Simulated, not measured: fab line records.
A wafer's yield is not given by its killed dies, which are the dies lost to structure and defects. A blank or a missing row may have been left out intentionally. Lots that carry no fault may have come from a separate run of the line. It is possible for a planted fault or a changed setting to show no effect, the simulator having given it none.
Matching of chambers + flow n5-finfet + 3 sister chambers for N5_BEOL_M4_PRE_CLEAN_60 on cvd-co-01
The step time 15 s. 20 wafers are shown with their chamber, then 10 later ones without.

WAFERS PAIRED WITH THEIR CHAMBERS
| wafer  | chamber | heater-power-w (W) |
|--------|---------|--------------------|
| L075.1 | 0       | 71                 |
| L075.5 | 0       | 69                 |
| L075.6 | 1       | 102                |
| L079.2 | 0       | 70                 |
| L079.4 | 2       | 110                |
| L079.6 | 1       | 101                |
| L083.1 | 1       | 103                |
| L083.3 | 2       | 108                |
| L083.5 | 2       | 107                |
| L082.1 | 1       | 103                |
| L082.3 | 2       | 108                |
| L082.5 | 1       | 101                |
| L088.2 | 0       | 69                 |
| L088.4 | 1       | 101                |
| L088.6 | 2       | 109                |
| L090.3 | 2       | 109                |
| L090.5 | 0       | 68                 |
| L090.6 | 2       | 112                |
| L092.3 | 2       | 109                |
| L092.4 | 0       | 72                 |

SIGNATURES (means of the wafers above)
| reading        | chamber 0 | chamber 1 | chamber 2 | scatter within a chamber |
|----------------|-----------|-----------|-----------|--------------------------|
| heater-power-w | 69.83     | 101.83    | 109.00    | 1.36                     |
Rule: distance of a wafer from a chamber = root of the sum over the readings of ((wafer's reading minus chamber's mean) / reading's scatter) squared. The wafer belongs to the nearest chamber; if the next one is less than 2 further off, it can't be placed. The scatter: the root of (the sum of the squares of (reading less its chamber's mean) over the shown wafers, divided by (wafers less chambers)).

WAFERS WHOSE CHAMBER IS MISSING
| wafer  | heater-power-w (W) |
|--------|--------------------|
| L092.5 | 69                 |
| L093.2 | 71                 |
| L093.4 | 102                |
| L093.5 | 70                 |
| L094.1 | 104                |
| L094.2 | 70                 |
| L094.4 | 70                 |
| L097.1 | 110                |
| L097.2 | 70                 |
| L097.6 | 111                |

CHAMBER TAKEN BY EACH
| wafer  | from the rows above | in truth |
|--------|---------------------|----------|
| L092.5 | 0                   | 0        |
| L093.2 | 0                   | 0        |
| L093.4 | 1                   | 1        |
| L093.5 | 0                   | 0        |
| L094.1 | 1                   | 1        |
| L094.2 | 0                   | 0        |
| L094.4 | 0                   | 0        |
| L097.1 | 2                   | 2        |
| L097.2 | 0                   | 0        |
| L097.6 | 2                   | 2        |
Placed correctly: 10 of 10. Not placeable from these rows: 0. 0 placed wrongly.
